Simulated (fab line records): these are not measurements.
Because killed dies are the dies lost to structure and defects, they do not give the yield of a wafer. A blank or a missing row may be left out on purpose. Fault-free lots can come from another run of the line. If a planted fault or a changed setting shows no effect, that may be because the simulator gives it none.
One fault through the eyes of 3 desks -- flow n5 finfet -- each desk has only its own numbers; what lay behind them comes last

== THE TOOL OWNER'S DESK: rie diel-01 ==
The tool's own readings at N5_BEOL_M8_ETCH_61 (etches SiARC in CF4, target depth 45.5 nm, time 75.8 s): means of the sampled wafers that have a number, for each lot that ran on this tool. Any lot whose mean is over 4 standard deviations away from the usual mean is out of limits and marked OUT; that distance is given in the brackets.
Columns: A = drypump motor current A at N5_BEOL_M8_ETCH_61, usual 5.7 A; B = etch rf on time s at N5_BEOL_M8_ETCH_61, usual 76.0 s; C = oes product au at N5_BEOL_M8_ETCH_61, usual 0.66 a.u.; D = rf vpp V at N5_BEOL_M8_ETCH_61, usual 183.9 V; E = showerhead plenum p Torr at N5_BEOL_M8_ETCH_61, usual 2.13 Torr; F = throttle valve pct at N5_BEOL_M8_ETCH_61, usual 15.62 %
lot,first seen here,A,B,C,D,E,F
L766,day 10 05:18,6.0,76.9,0.65,184.0,2.09,15.58
L767,day 10 09:23,5.4,75.8,0.68,184.8,2.18,15.55
L775,day 13 02:43,5.8,97.6 (+14) OUT,0.64,184.1,2.13,15.59
L777,day 13 03:06,5.4,120.4 (+30) OUT,0.62,186.2,2.19,15.50
L786,day 15 14:02,5.6,74.8,0.66,184.1,2.15,15.64
L782,day 15 20:27,6.0,76.3,0.63,182.6,2.09,15.70
L784,day 15 23:16,5.4,76.2,0.64,183.9,2.17,15.63
This desk finds L775, L777 out of limits, L775 being first, at day 13 02:43 (etch rf on time s at N5_BEOL_M8_ETCH_61). In limits: L766, L767, L786, L782, L784.

== THE DEFECT DESK ==
Inspection counts along the route, by lot: the mean over sampled wafers that carry a number. Any lot whose mean is over 4 standard deviations away from the usual mean is out of limits and marked OUT; that distance is given in the brackets.
Columns: A = raw defect count at N5_BEOL_M8_INSPECT_13, usual 441
lot,first seen here,A
L766,day 10 04:51,434
L767,day 10 09:19,373
L768,day 10 12:28,389
L775,day 13 02:39,424
L777,day 13 03:02,378
L779,day 13 20:01,470
L780,day 13 23:15,376
L786,day 15 13:50,463
L782,day 15 19:50,491
L787,day 15 22:53,337
L784,day 15 23:11,544
Finding of this desk: none of the 11 lots has anything out of limits.

== METROLOGY DESK ==
What the gauges read for every lot (on any tool): the sampled wafers with a number, averaged. Any lot whose mean is over 4 standard deviations away from the usual mean is out of limits and marked OUT; that distance is given in the brackets.
Columns: A = cd nm at N5_BEOL_M8_CD_MEAS_11, usual 38.5 nm
lot,first seen here,A
L766,day 10 04:47,38.8
L767,day 10 09:15,38.6
L768,day 10 12:25,39.1
L775,day 13 02:35,37.4
L777,day 13 02:59,37.9
L779,day 13 19:58,38.0
L780,day 13 23:12,38.0
L786,day 15 13:47,38.6
L782,day 15 19:47,38.6
L787,day 15 22:50,38.3
L784,day 15 23:08,38.6
Finding of this desk: none of the 11 lots has anything out of limits.

== TAKEN TOGETHER ==
The tool owner's desk could have raised an alarm at day 13 02:43, on L775, L777.
Nothing out of limits was seen by the defect desk.
The metrology desk saw nothing out of limits.
The defect desk has L775, L777 on record, within its limits.
The metrology desk has L775, L777 on record, within its limits.
All the named lots went through N5_BEOL_M8_ETCH_61 on rie diel-01.

== WHAT THE SIMULATOR PUT IN ==
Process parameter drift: rie diel-01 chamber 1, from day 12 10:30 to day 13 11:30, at N5_BEOL_M8_ETCH_61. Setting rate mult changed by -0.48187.
Struck lots among those shown: L775, L777.
Hours from the fault's start to each desk's first reading out of limits: the tool owner's desk, 16.
